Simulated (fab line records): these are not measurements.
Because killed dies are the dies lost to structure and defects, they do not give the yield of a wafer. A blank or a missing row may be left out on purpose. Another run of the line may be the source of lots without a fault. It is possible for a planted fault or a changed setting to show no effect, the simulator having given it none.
fab line records / flow n5-finfet
record: lots: 6 wafers: 18 last-day: 20
route steps=1938 shown BEOL_M13@1681
lots that met no fault: taken from a fault-free run of the same line
start-h: the number of hours between the record's first day and the start of the first shown wafer of the lot / wait-h: hours elapsed since this lot's preceding step / " repeats the value in the row above / L1.1+2: a single row standing in for several wafers / - either no value or no given start / * or withheld: withheld / < > ~ a bound
route shown NAME@n: NAME is a module with steps in the file, n the number in the route of the first one / usual: mean and standard deviation over wafers with no fault / same: alike in all rows / chamber/n: place in a boat / sites: per-site readings / _std_site: the values' standard deviation / _edge_site: outer sites' mean less inner sites' / radius-mm: for every site, how far away it sits from the centre of the wafer / mask NAME#n: copy n / behind: tool/chamber where the wafer was last shaped / hold: the reason the lot was held/the length of the hold in hours/how it ended / device: the transistor (n, p or np) that didn't switch / end of line: tests of these same wafers at the route's end / a step without rows: its recipe alone / killed: not the wafer's yield, but the dies lost to structure and defects at the first sort / map: the dies of a wafer, with x for killed, . for not killed, _ for no die there
set.NAME: the run value of the setting; set.NAME@STEP: its run value at that earlier step / model.NAME: the simulator's own value behind a step, which no gauge read
a table for each step, a row for each wafer; lots at some steps of the route
services: the hour from which a tool's chamber was out of use, counted from the record's first day as start-h (under 0 if before that day), plus the number of hours and why
== steps ==
step: N5_BEOL_M13_COAT_66
recipe: resist: SiARC temp-c: 220 time-s: 60 spin-rpm: 1500 resist-thk-nm: 110
step: N5_BEOL_M13_COAT_22
recipe: spin-rpm: 2888 resist-thk-nm: 300
step: N5_BEOL_M13_EBR_24
recipe: solvent: PGMEA ebr-width-mm: 1.5
step: N5_BEOL_M13_SOFTBAKE_23
recipe: temp-c: 130 time-s: 60
step: N5_BEOL_M13_EXPOSE_25
recipe: mask-id: M13 na: 0.93 source-shape: conventional sigma-outer: 0.4 polarization: unpolarized target-cd-nm: 210 dose-mj: 22
step: N5_BEOL_M13_PEB_26
recipe: peb-temp-c: 130 peb-time-s: 90
step: N5_BEOL_M13_DEVELOP_27
recipe: develop-time-s: 45 rinse-liquid: diw dry: air-spin dev-temp-c: 21
step: N5_BEOL_M13_HARDBAKE_32
recipe: temp-c: 130 time-s: 120
step: N5_BEOL_M13_CD_MEAS_28
recipe: target-cd-nm: 209.5 landing-energy-ev: 500 detector: se-inlens
usual: cd-nm: 209.6/1.2
lot.wafer=L425.1 tool=cd-sem-03 chamber=0 start-h=304.69 wait-h=- cd-nm=207.4
lot.wafer=L425.2 tool=cd-sem-03 chamber=0 start-h=304.69 wait-h=- cd-nm=210.1
lot.wafer=L425.6 tool=cd-sem-03 chamber=0 start-h=304.69 wait-h=- cd-nm=207.7
lot.wafer=L429.1 tool=cd-sem-03 chamber=0 start-h=320.67 wait-h=- cd-nm=210.6
lot.wafer=L429.4 tool=cd-sem-03 chamber=0 start-h=320.67 wait-h=- cd-nm=207.2
lot.wafer=L429.6 tool=cd-sem-03 chamber=0 start-h=320.67 wait-h=- cd-nm=209.0
lot.wafer=L431.3 tool=cd-sem-03 chamber=0 start-h=329.37 wait-h=- cd-nm=210.1
lot.wafer=L431.4 tool=cd-sem-03 chamber=0 start-h=329.37 wait-h=- cd-nm=208.9
lot.wafer=L431.5 tool=cd-sem-03 chamber=0 start-h=329.37 wait-h=- cd-nm=211.0
lot.wafer=L430.2 tool=cd-sem-02 chamber=0 start-h=339.34 wait-h=- cd-nm=211.4
lot.wafer=L430.3 tool=cd-sem-02 chamber=0 start-h=339.34 wait-h=- cd-nm=208.9
lot.wafer=L430.5 tool=cd-sem-02 chamber=0 start-h=339.34 wait-h=- cd-nm=208.9
lot.wafer=L439.1 tool=cd-sem-01 chamber=0 start-h=381.53 wait-h=- cd-nm=210.2
lot.wafer=L439.2 tool=cd-sem-01 chamber=0 start-h=381.53 wait-h=- cd-nm=211.8
lot.wafer=L439.6 tool=cd-sem-01 chamber=0 start-h=381.53 wait-h=- cd-nm=211.6
lot.wafer=L445.1 tool=cd-sem-02 chamber=0 start-h=450.26 wait-h=- cd-nm=210.2
lot.wafer=L445.2 tool=cd-sem-02 chamber=0 start-h=450.26 wait-h=- cd-nm=209.7
lot.wafer=L445.4 tool=cd-sem-02 chamber=0 start-h=450.26 wait-h=- cd-nm=210.8
step: N5_BEOL_M13_OVL_MEAS_29
recipe: points-per-wafer: 44
usual: M13_OVL: -1/5.4
lot.wafer=L425.1 tool=overlay-01 chamber=0 start-h=304.72 wait-h=0.0 M13_OVL[nm]=1
lot.wafer=L425.2 tool=overlay-01 chamber=0 start-h=304.72 wait-h=0.0 M13_OVL[nm]=0
lot.wafer=L425.6 tool=overlay-01 chamber=0 start-h=304.72 wait-h=0.0 M13_OVL[nm]=-2
lot.wafer=L429.1 tool=overlay-02 chamber=0 start-h=320.70 wait-h=0.0 M13_OVL[nm]=3
lot.wafer=L429.4 tool=overlay-02 chamber=0 start-h=320.70 wait-h=0.0 M13_OVL[nm]=0
lot.wafer=L429.6 tool=overlay-02 chamber=0 start-h=320.70 wait-h=0.0 M13_OVL[nm]=1
lot.wafer=L431.3 tool=overlay-01 chamber=0 start-h=329.40 wait-h=0.0 M13_OVL[nm]=0
lot.wafer=L431.4 tool=overlay-01 chamber=0 start-h=329.40 wait-h=0.0 M13_OVL[nm]=-1
lot.wafer=L431.5 tool=overlay-01 chamber=0 start-h=329.40 wait-h=0.0 M13_OVL[nm]=-2
lot.wafer=L430.2 tool=overlay-01 chamber=0 start-h=339.37 wait-h=0.0 M13_OVL[nm]=-3
lot.wafer=L430.3 tool=overlay-01 chamber=0 start-h=339.37 wait-h=0.0 M13_OVL[nm]=3
lot.wafer=L430.5 tool=overlay-01 chamber=0 start-h=339.37 wait-h=0.0 M13_OVL[nm]=-4
lot.wafer=L439.1 tool=overlay-01 chamber=0 start-h=381.56 wait-h=0.0 M13_OVL[nm]=9
lot.wafer=L439.2 tool=overlay-01 chamber=0 start-h=381.56 wait-h=0.0 M13_OVL[nm]=-1
lot.wafer=L439.6 tool=overlay-01 chamber=0 start-h=381.56 wait-h=0.0 M13_OVL[nm]=-7
lot.wafer=L445.1 tool=overlay-01 chamber=0 start-h=450.29 wait-h=0.0 M13_OVL[nm]=-4
lot.wafer=L445.2 tool=overlay-01 chamber=0 start-h=450.29 wait-h=0.0 M13_OVL[nm]=3
lot.wafer=L445.4 tool=overlay-01 chamber=0 start-h=450.29 wait-h=0.0 M13_OVL[nm]=6
step: N5_BEOL_M13_INSPECT_30
recipe: mode: adi inspect-instrument: macro
usual: raw-defect-count: 2.0/1.5
lot.wafer=L425.1 tool=defect-inspect-02 chamber=- start-h=304.75 wait-h=0.0 raw-defect-count=3
lot.wafer=L425.2 tool=defect-inspect-02 chamber=- start-h=304.75 wait-h=0.0 raw-defect-count=1
lot.wafer=L425.6 tool=defect-inspect-02 chamber=- start-h=304.75 wait-h=0.0 raw-defect-count=1
lot.wafer=L429.1 tool=defect-inspect-01 chamber=- start-h=320.72 wait-h=0.0 raw-defect-count=1
lot.wafer=L429.4 tool=defect-inspect-01 chamber=- start-h=320.72 wait-h=0.0 raw-defect-count=1
lot.wafer=L429.6 tool=defect-inspect-01 chamber=- start-h=320.72 wait-h=0.0 raw-defect-count=2
lot.wafer=L431.3 tool=defect-inspect-02 chamber=- start-h=329.42 wait-h=0.0 raw-defect-count=1
lot.wafer=L431.4 tool=defect-inspect-02 chamber=- start-h=329.42 wait-h=0.0 raw-defect-count=1
lot.wafer=L431.5 tool=defect-inspect-02 chamber=- start-h=329.42 wait-h=0.0 raw-defect-count=2
lot.wafer=L430.2 tool=defect-inspect-01 chamber=- start-h=339.40 wait-h=0.0 raw-defect-count=1
lot.wafer=L430.3 tool=defect-inspect-01 chamber=- start-h=339.40 wait-h=0.0 raw-defect-count=2
lot.wafer=L430.5 tool=defect-inspect-01 chamber=- start-h=339.40 wait-h=0.0 raw-defect-count=1
lot.wafer=L439.1 tool=defect-inspect-02 chamber=- start-h=381.58 wait-h=0.0 raw-defect-count=2
lot.wafer=L439.2 tool=defect-inspect-02 chamber=- start-h=381.58 wait-h=0.0 raw-defect-count=2
lot.wafer=L439.6 tool=defect-inspect-02 chamber=- start-h=381.58 wait-h=0.0 raw-defect-count=1
lot.wafer=L445.1 tool=defect-inspect-01 chamber=- start-h=450.32 wait-h=0.0 raw-defect-count=1
lot.wafer=L445.2 tool=defect-inspect-01 chamber=- start-h=450.32 wait-h=0.0 raw-defect-count=5
lot.wafer=L445.4 tool=defect-inspect-01 chamber=- start-h=450.32 wait-h=0.0 raw-defect-count=2
step: N5_BEOL_M13_DESCUM_33
recipe: chemistry: O2 time-s: 7.9 source-power-w: 50 bias-power-w: 20 pressure-mtorr: 20 rf-frequency-hz: 2.712e+07 temp-c: 40 o2-flow-sccm: 225
usual: drypump-motor-current-A: 5.7/0.43 o2-flow-sccm: 225.0/0.63 oes-product-au: 0.82/0.088 rf-vpp-V: 242.8/1.2 showerhead-plenum-p-Torr: 2.07/0.07 throttle-valve-pct: 20.47/0.2
lot.wafer=L425.1 tool=rie-diel-04 chamber=1 start-h=304.78 wait-h=0.0 drypump-motor-current-A=5.8 o2-flow-sccm=224.1 oes-product-au=0.81 rf-hours-counter-h=101 rf-vpp-V=242.8 showerhead-plenum-p-Torr=2.03 throttle-valve-pct=20.62
lot.wafer=L425.2 tool=rie-diel-04 chamber=0 start-h=304.78 wait-h=0.0 drypump-motor-current-A=5.8 o2-flow-sccm=224.9 oes-product-au=0.95 rf-hours-counter-h=3 rf-vpp-V=243.0 showerhead-plenum-p-Torr=2.04 throttle-valve-pct=20.31
lot.wafer=L425.6 tool=rie-diel-04 chamber=2 start-h=304.78 wait-h=0.0 drypump-motor-current-A=5.5 o2-flow-sccm=224.3 oes-product-au=0.74 rf-hours-counter-h=- rf-vpp-V=241.1 showerhead-plenum-p-Torr=1.98 throttle-valve-pct=20.21
lot.wafer=L429.1 tool=rie-diel-04 chamber=1 start-h=320.75 wait-h=0.0 drypump-motor-current-A=5.7 o2-flow-sccm=225.7 oes-product-au=0.80 rf-hours-counter-h=108 rf-vpp-V=243.1 showerhead-plenum-p-Torr=2.03 throttle-valve-pct=20.62
lot.wafer=L429.4 tool=rie-diel-04 chamber=1 start-h=320.75 wait-h=0.0 drypump-motor-current-A=5.7 o2-flow-sccm=224.7 oes-product-au=0.80 rf-hours-counter-h=- rf-vpp-V=241.5 showerhead-plenum-p-Torr=2.03 throttle-valve-pct=20.63
lot.wafer=L429.6 tool=rie-diel-04 chamber=2 start-h=320.75 wait-h=0.0 drypump-motor-current-A=5.5 o2-flow-sccm=226.1 oes-product-au=0.73 rf-hours-counter-h=- rf-vpp-V=242.8 showerhead-plenum-p-Torr=1.98 throttle-valve-pct=20.21
lot.wafer=L431.3 tool=rie-diel-01 chamber=1 start-h=329.46 wait-h=0.0 drypump-motor-current-A=6.2 o2-flow-sccm=226.0 oes-product-au=0.69 rf-hours-counter-h=247 rf-vpp-V=242.7 showerhead-plenum-p-Torr=2.17 throttle-valve-pct=20.61
lot.wafer=L431.4 tool=rie-diel-01 chamber=2 start-h=329.46 wait-h=0.0 drypump-motor-current-A=5.1 o2-flow-sccm=225.7 oes-product-au=0.80 rf-hours-counter-h=85 rf-vpp-V=243.8 showerhead-plenum-p-Torr=2.13 throttle-valve-pct=20.35
lot.wafer=L431.5 tool=rie-diel-01 chamber=1 start-h=329.46 wait-h=0.0 drypump-motor-current-A=6.1 o2-flow-sccm=225.1 oes-product-au=0.68 rf-hours-counter-h=- rf-vpp-V=245.3 showerhead-plenum-p-Torr=2.17 throttle-valve-pct=20.62
lot.wafer=L430.2 tool=rie-diel-04 chamber=3 start-h=339.54 wait-h=0.1 drypump-motor-current-A=5.8 o2-flow-sccm=225.1 oes-product-au=0.98 rf-hours-counter-h=4 rf-vpp-V=242.4 showerhead-plenum-p-Torr=2.07 throttle-valve-pct=20.56
lot.wafer=L430.3 tool=rie-diel-04 chamber=0 start-h=339.54 wait-h=0.1 drypump-motor-current-A=5.8 o2-flow-sccm=225.8 oes-product-au=0.91 rf-hours-counter-h=15 rf-vpp-V=243.0 showerhead-plenum-p-Torr=2.04 throttle-valve-pct=20.30
lot.wafer=L430.5 tool=rie-diel-04 chamber=3 start-h=339.54 wait-h=0.1 drypump-motor-current-A=5.8 o2-flow-sccm=224.0 oes-product-au=0.96 rf-hours-counter-h=- rf-vpp-V=243.6 showerhead-plenum-p-Torr=2.07 throttle-valve-pct=20.54
lot.wafer=L439.1 tool=rie-diel-05 chamber=0 start-h=381.61 wait-h=0.0 drypump-motor-current-A=4.7 o2-flow-sccm=224.7 oes-product-au=1.02 rf-hours-counter-h=0 rf-vpp-V=243.5 showerhead-plenum-p-Torr=2.16 throttle-valve-pct=20.39
lot.wafer=L439.2 tool=rie-diel-05 chamber=2 start-h=381.61 wait-h=0.0 drypump-motor-current-A=5.5 o2-flow-sccm=225.4 oes-product-au=0.71 rf-hours-counter-h=202 rf-vpp-V=240.7 showerhead-plenum-p-Torr=2.01 throttle-valve-pct=20.72
lot.wafer=L439.6 tool=rie-diel-05 chamber=0 start-h=381.61 wait-h=0.0 drypump-motor-current-A=4.7 o2-flow-sccm=224.3 oes-product-au=1.02 rf-hours-counter-h=- rf-vpp-V=245.2 showerhead-plenum-p-Torr=2.15 throttle-valve-pct=20.37
lot.wafer=L445.1 tool=rie-diel-01 chamber=1 start-h=450.40 wait-h=0.1 drypump-motor-current-A=6.1 o2-flow-sccm=225.3 oes-product-au=0.91 rf-hours-counter-h=26 rf-vpp-V=244.1 showerhead-plenum-p-Torr=2.16 throttle-valve-pct=20.26
lot.wafer=L445.2 tool=rie-diel-01 chamber=2 start-h=450.40 wait-h=0.1 drypump-motor-current-A=5.1 o2-flow-sccm=224.3 oes-product-au=0.77 rf-hours-counter-h=123 rf-vpp-V=244.5 showerhead-plenum-p-Torr=2.11 throttle-valve-pct=20.42
lot.wafer=L445.4 tool=rie-diel-01 chamber=0 start-h=450.40 wait-h=0.1 drypump-motor-current-A=6.1 o2-flow-sccm=224.4 oes-product-au=0.82 rf-hours-counter-h=67 rf-vpp-V=245.1 showerhead-plenum-p-Torr=2.11 throttle-valve-pct=20.54
step: N5_BEOL_M13_ETCH_67
recipe: chemistry: CF4 target: SiARC target-depth-a: 1430 time-s: 238.3 ion-energy-ev: 80 pressure-mtorr: 40 source-w: 545 bias-w: 36 Ar_flow_sccm: 100 cf4-flow-sccm: 100 ends: cleared
usual: bias-w: 36.01/0.099 drypump-motor-current-A: 5.7/0.43 etch-rf-on-time-s: 235/5.9 oes-product-au: 0.70/0.075 rf-vpp-V: 183.9/1.1 showerhead-plenum-p-Torr: 2.12/0.059 throttle-valve-pct: 15.64/0.15
lot.wafer=L425.1 tool=rie-diel-04 chamber=1 start-h=304.82 wait-h=0.0 bias-w=36.21 drypump-motor-current-A=5.7 etch-rf-on-time-s=239 oes-product-au=0.69 rf-hours-counter-h=101 rf-vpp-V=183.9 showerhead-plenum-p-Torr=2.07 throttle-valve-pct=15.64
lot.wafer=L425.2 tool=rie-diel-04 chamber=0 start-h=304.82 wait-h=0.0 bias-w=36.03 drypump-motor-current-A=5.8 etch-rf-on-time-s=240 oes-product-au=0.82 rf-hours-counter-h=3 rf-vpp-V=185.0 showerhead-plenum-p-Torr=2.11 throttle-valve-pct=15.51
lot.wafer=L425.6 tool=rie-diel-04 chamber=2 start-h=304.82 wait-h=0.0 bias-w=36.06 drypump-motor-current-A=5.5 etch-rf-on-time-s=235 oes-product-au=0.63 rf-hours-counter-h=- rf-vpp-V=182.4 showerhead-plenum-p-Torr=2.05 throttle-valve-pct=15.59
lot.wafer=L429.1 tool=rie-diel-04 chamber=1 start-h=320.79 wait-h=0.0 bias-w=40.99 drypump-motor-current-A=5.8 etch-rf-on-time-s=227 oes-product-au=0.70 rf-hours-counter-h=108 rf-vpp-V=199.1 showerhead-plenum-p-Torr=2.07 throttle-valve-pct=15.65
lot.wafer=L429.4 tool=rie-diel-04 chamber=1 start-h=320.79 wait-h=0.0 bias-w=40.87 drypump-motor-current-A=5.8 etch-rf-on-time-s=228 oes-product-au=0.70 rf-hours-counter-h=- rf-vpp-V=197.8 showerhead-plenum-p-Torr=2.07 throttle-valve-pct=15.65
lot.wafer=L429.6 tool=rie-diel-04 chamber=2 start-h=320.79 wait-h=0.0 bias-w=40.98 drypump-motor-current-A=5.5 etch-rf-on-time-s=226 oes-product-au=0.64 rf-hours-counter-h=- rf-vpp-V=198.0 showerhead-plenum-p-Torr=2.05 throttle-valve-pct=15.61
lot.wafer=L431.3 tool=rie-diel-01 chamber=1 start-h=329.50 wait-h=0.0 bias-w=36.00 drypump-motor-current-A=6.2 etch-rf-on-time-s=226 oes-product-au=0.59 rf-hours-counter-h=247 rf-vpp-V=185.6 showerhead-plenum-p-Torr=2.18 throttle-valve-pct=15.64
lot.wafer=L431.4 tool=rie-diel-01 chamber=2 start-h=329.50 wait-h=0.0 bias-w=35.99 drypump-motor-current-A=5.1 etch-rf-on-time-s=235 oes-product-au=0.69 rf-hours-counter-h=85 rf-vpp-V=183.7 showerhead-plenum-p-Torr=2.17 throttle-valve-pct=15.53
lot.wafer=L431.5 tool=rie-diel-01 chamber=1 start-h=329.50 wait-h=0.0 bias-w=35.96 drypump-motor-current-A=6.1 etch-rf-on-time-s=226 oes-product-au=0.59 rf-hours-counter-h=- rf-vpp-V=185.9 showerhead-plenum-p-Torr=2.18 throttle-valve-pct=15.64
lot.wafer=L430.2 tool=rie-diel-04 chamber=3 start-h=339.57 wait-h=0.0 bias-w=40.99 drypump-motor-current-A=5.8 etch-rf-on-time-s=221 oes-product-au=0.86 rf-hours-counter-h=4 rf-vpp-V=200.1 showerhead-plenum-p-Torr=2.12 throttle-valve-pct=15.66
lot.wafer=L430.3 tool=rie-diel-04 chamber=0 start-h=339.57 wait-h=0.0 bias-w=40.99 drypump-motor-current-A=5.8 etch-rf-on-time-s=236 oes-product-au=0.78 rf-hours-counter-h=15 rf-vpp-V=199.7 showerhead-plenum-p-Torr=2.11 throttle-valve-pct=15.53
lot.wafer=L430.5 tool=rie-diel-04 chamber=3 start-h=339.57 wait-h=0.0 bias-w=40.98 drypump-motor-current-A=5.8 etch-rf-on-time-s=222 oes-product-au=0.86 rf-hours-counter-h=- rf-vpp-V=200.8 showerhead-plenum-p-Torr=2.12 throttle-valve-pct=15.66
lot.wafer=L439.1 tool=rie-diel-05 chamber=0 start-h=381.65 wait-h=0.0 bias-w=36.02 drypump-motor-current-A=4.7 etch-rf-on-time-s=228 oes-product-au=0.87 rf-hours-counter-h=0 rf-vpp-V=185.2 showerhead-plenum-p-Torr=2.19 throttle-valve-pct=15.45
lot.wafer=L439.2 tool=rie-diel-05 chamber=2 start-h=381.65 wait-h=0.0 bias-w=36.18 drypump-motor-current-A=5.5 etch-rf-on-time-s=233 oes-product-au=0.62 rf-hours-counter-h=202 rf-vpp-V=183.4 showerhead-plenum-p-Torr=2.05 throttle-valve-pct=15.79
lot.wafer=L439.6 tool=rie-diel-05 chamber=0 start-h=381.65 wait-h=0.0 bias-w=36.23 drypump-motor-current-A=4.7 etch-rf-on-time-s=229 oes-product-au=0.86 rf-hours-counter-h=- rf-vpp-V=184.3 showerhead-plenum-p-Torr=2.19 throttle-valve-pct=15.45
lot.wafer=L445.1 tool=rie-diel-01 chamber=1 start-h=450.43 wait-h=0.0 bias-w=36.05 drypump-motor-current-A=6.1 etch-rf-on-time-s=218 oes-product-au=0.80 rf-hours-counter-h=26 rf-vpp-V=183.6 showerhead-plenum-p-Torr=2.17 throttle-valve-pct=15.21
lot.wafer=L445.2 tool=rie-diel-01 chamber=2 start-h=450.43 wait-h=0.0 bias-w=36.07 drypump-motor-current-A=5.1 etch-rf-on-time-s=232 oes-product-au=0.66 rf-hours-counter-h=123 rf-vpp-V=184.2 showerhead-plenum-p-Torr=2.16 throttle-valve-pct=15.59
lot.wafer=L445.4 tool=rie-diel-01 chamber=0 start-h=450.43 wait-h=0.0 bias-w=35.89 drypump-motor-current-A=6.1 etch-rf-on-time-s=234 oes-product-au=0.70 rf-hours-counter-h=67 rf-vpp-V=184.0 showerhead-plenum-p-Torr=2.18 throttle-valve-pct=15.82
step: N5_BEOL_M13_ETCH_68
recipe: chemistry: N2/H2 target: SOC mask-material: SiARC source-w: 3000 bias-w: 350 temp-c: 40 time-s: 355 ion-energy-ev: 200 pressure-mtorr: 30 n2-flow-sccm: 200 h2-flow-sccm: 200
usual: bias-w: 350.1/1 drypump-motor-current-A: 5.7/0.43 oes-product-au: 0.82/0.087 rf-vpp-V: 523.1/2.3 showerhead-plenum-p-Torr: 2.52/0.082 throttle-valve-pct: 17.80/0.18
lot.wafer=L425.1 tool=rie-diel-04 chamber=1 start-h=304.96 wait-h=0.1 bias-w=349.9 drypump-motor-current-A=5.8 oes-product-au=0.81 rf-hours-counter-h=101 rf-vpp-V=521.1 showerhead-plenum-p-Torr=2.46 throttle-valve-pct=17.90
lot.wafer=L425.2 tool=rie-diel-04 chamber=0 start-h=304.96 wait-h=0.1 bias-w=350.4 drypump-motor-current-A=5.8 oes-product-au=0.95 rf-hours-counter-h=3 rf-vpp-V=523.4 showerhead-plenum-p-Torr=2.51 throttle-valve-pct=17.75
lot.wafer=L425.6 tool=rie-diel-04 chamber=2 start-h=304.96 wait-h=0.1 bias-w=350.9 drypump-motor-current-A=5.5 oes-product-au=0.74 rf-hours-counter-h=- rf-vpp-V=520.6 showerhead-plenum-p-Torr=2.42 throttle-valve-pct=17.56
lot.wafer=L429.1 tool=rie-diel-04 chamber=1 start-h=320.94 wait-h=0.1 bias-w=349.4 drypump-motor-current-A=5.7 oes-product-au=0.79 rf-hours-counter-h=108 rf-vpp-V=520.0 showerhead-plenum-p-Torr=2.45 throttle-valve-pct=17.88
lot.wafer=L429.4 tool=rie-diel-04 chamber=1 start-h=320.94 wait-h=0.1 bias-w=349.3 drypump-motor-current-A=5.7 oes-product-au=0.78 rf-hours-counter-h=- rf-vpp-V=521.7 showerhead-plenum-p-Torr=2.45 throttle-valve-pct=17.90
lot.wafer=L429.6 tool=rie-diel-04 chamber=2 start-h=320.94 wait-h=0.1 bias-w=350.1 drypump-motor-current-A=5.5 oes-product-au=0.73 rf-hours-counter-h=- rf-vpp-V=520.8 showerhead-plenum-p-Torr=2.42 throttle-valve-pct=17.56
lot.wafer=L431.3 tool=rie-diel-01 chamber=1 start-h=329.64 wait-h=0.1 bias-w=350.6 drypump-motor-current-A=6.2 oes-product-au=0.68 rf-hours-counter-h=247 rf-vpp-V=525.9 showerhead-plenum-p-Torr=2.60 throttle-valve-pct=17.84
lot.wafer=L431.4 tool=rie-diel-01 chamber=2 start-h=329.64 wait-h=0.1 bias-w=349.6 drypump-motor-current-A=5.1 oes-product-au=0.81 rf-hours-counter-h=85 rf-vpp-V=525.0 showerhead-plenum-p-Torr=2.58 throttle-valve-pct=17.69
lot.wafer=L431.5 tool=rie-diel-01 chamber=1 start-h=329.64 wait-h=0.1 bias-w=349.1 drypump-motor-current-A=6.2 oes-product-au=0.68 rf-hours-counter-h=- rf-vpp-V=527.7 showerhead-plenum-p-Torr=2.60 throttle-valve-pct=17.84
lot.wafer=L430.2 tool=rie-diel-04 chamber=3 start-h=339.72 wait-h=0.1 bias-w=351.5 drypump-motor-current-A=5.8 oes-product-au=0.98 rf-hours-counter-h=4 rf-vpp-V=522.6 showerhead-plenum-p-Torr=2.51 throttle-valve-pct=17.80
lot.wafer=L430.3 tool=rie-diel-04 chamber=0 start-h=339.72 wait-h=0.1 bias-w=351.6 drypump-motor-current-A=5.8 oes-product-au=0.92 rf-hours-counter-h=15 rf-vpp-V=523.9 showerhead-plenum-p-Torr=2.50 throttle-valve-pct=17.81
lot.wafer=L430.5 tool=rie-diel-04 chamber=3 start-h=339.72 wait-h=0.1 bias-w=350.1 drypump-motor-current-A=5.9 oes-product-au=0.98 rf-hours-counter-h=- rf-vpp-V=523.8 showerhead-plenum-p-Torr=2.51 throttle-valve-pct=17.78
lot.wafer=L439.1 tool=rie-diel-05 chamber=0 start-h=381.79 wait-h=0.1 bias-w=350.7 drypump-motor-current-A=4.7 oes-product-au=1.02 rf-hours-counter-h=0 rf-vpp-V=525.6 showerhead-plenum-p-Torr=2.63 throttle-valve-pct=17.65
lot.wafer=L439.2 tool=rie-diel-05 chamber=2 start-h=381.79 wait-h=0.1 bias-w=349.4 drypump-motor-current-A=5.5 oes-product-au=0.72 rf-hours-counter-h=202 rf-vpp-V=518.7 showerhead-plenum-p-Torr=2.40 throttle-valve-pct=17.72
lot.wafer=L439.6 tool=rie-diel-05 chamber=0 start-h=381.79 wait-h=0.1 bias-w=349.1 drypump-motor-current-A=4.7 oes-product-au=1.01 rf-hours-counter-h=- rf-vpp-V=525.1 showerhead-plenum-p-Torr=2.63 throttle-valve-pct=17.66
lot.wafer=L445.1 tool=rie-diel-01 chamber=1 start-h=450.58 wait-h=0.1 bias-w=350.6 drypump-motor-current-A=6.2 oes-product-au=0.91 rf-hours-counter-h=26 rf-vpp-V=525.5 showerhead-plenum-p-Torr=2.59 throttle-valve-pct=17.44
lot.wafer=L445.2 tool=rie-diel-01 chamber=2 start-h=450.58 wait-h=0.1 bias-w=347.5 drypump-motor-current-A=5.1 oes-product-au=0.76 rf-hours-counter-h=123 rf-vpp-V=524.1 showerhead-plenum-p-Torr=2.57 throttle-valve-pct=17.76
lot.wafer=L445.4 tool=rie-diel-01 chamber=0 start-h=450.58 wait-h=0.1 bias-w=349.6 drypump-motor-current-A=6.1 oes-product-au=0.81 rf-hours-counter-h=67 rf-vpp-V=524.0 showerhead-plenum-p-Torr=2.60 throttle-valve-pct=18.05
== services ==
tool=rie-diel-04 chamber=3 start-h=297.44 hours=- kind=clean
tool=rie-diel-04 chamber=3 start-h=297.44 hours=- kind=consumable-replace:focus-ring
tool=rie-diel-04 chamber=3 start-h=297.44 hours=27.5 kind=scheduled-down
tool=rie-diel-04 chamber=3 start-h=297.44 hours=27.5 kind=vent-cycle
tool=rie-diel-01 chamber=0 start-h=301.70 hours=3.2 kind=repair
tool=rie-diel-01 chamber=1 start-h=338.42 hours=- kind=clean
tool=rie-diel-01 chamber=1 start-h=338.42 hours=- kind=consumable-replace:focus-ring
tool=rie-diel-01 chamber=1 start-h=338.42 hours=24.1 kind=scheduled-down
tool=rie-diel-01 chamber=1 start-h=338.42 hours=24.1 kind=vent-cycle
tool=rie-diel-05 chamber=0 start-h=365.49 hours=- kind=clean
tool=rie-diel-05 chamber=0 start-h=365.49 hours=- kind=consumable-replace:focus-ring
tool=rie-diel-05 chamber=0 start-h=365.49 hours=13.6 kind=scheduled-down
tool=rie-diel-05 chamber=0 start-h=365.49 hours=13.6 kind=vent-cycle
tool=rie-diel-01 chamber=0 start-h=378.42 hours=9.6 kind=repair
tool=rie-diel-05 chamber=3 start-h=378.97 hours=14.3 kind=repair
tool=rie-diel-05 chamber=0 start-h=379.15 hours=1.6 kind=repair
tool=rie-diel-04 chamber=0 start-h=399.11 hours=26.0 kind=repair
tool=rie-diel-04 chamber=2 start-h=402.36 hours=8.4 kind=repair
tool=rie-diel-05 chamber=3 start-h=430.73 hours=9.2 kind=repair
tool=rie-diel-05 chamber=0 start-h=449.83 hours=7.7 kind=repair
== key ==
first-sign: step: N5_BEOL_M13_ETCH_67 reading: bias-w direction: up sigmas: 50 usual: * struck: *
effect: step: N5_BEOL_M13_ETCH_67 reading: rf-vpp-V direction: up sigmas: 14 usual: 183.9 struck: 199.2
met-at N5_BEOL_M13_ETCH_67
struck-wafers L429.1,L429.4,L429.6,L430.2,L430.3,L430.5
onset-between 304.82 320.79
fault: kind: process-parameter-drift tool: rie-diel-04 chamber: - onset-h: 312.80 steps: N5_BEOL_M13_ETCH_67 channel: bias-w offset: * shape: step end-h: 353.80 acts-in: * stated: *
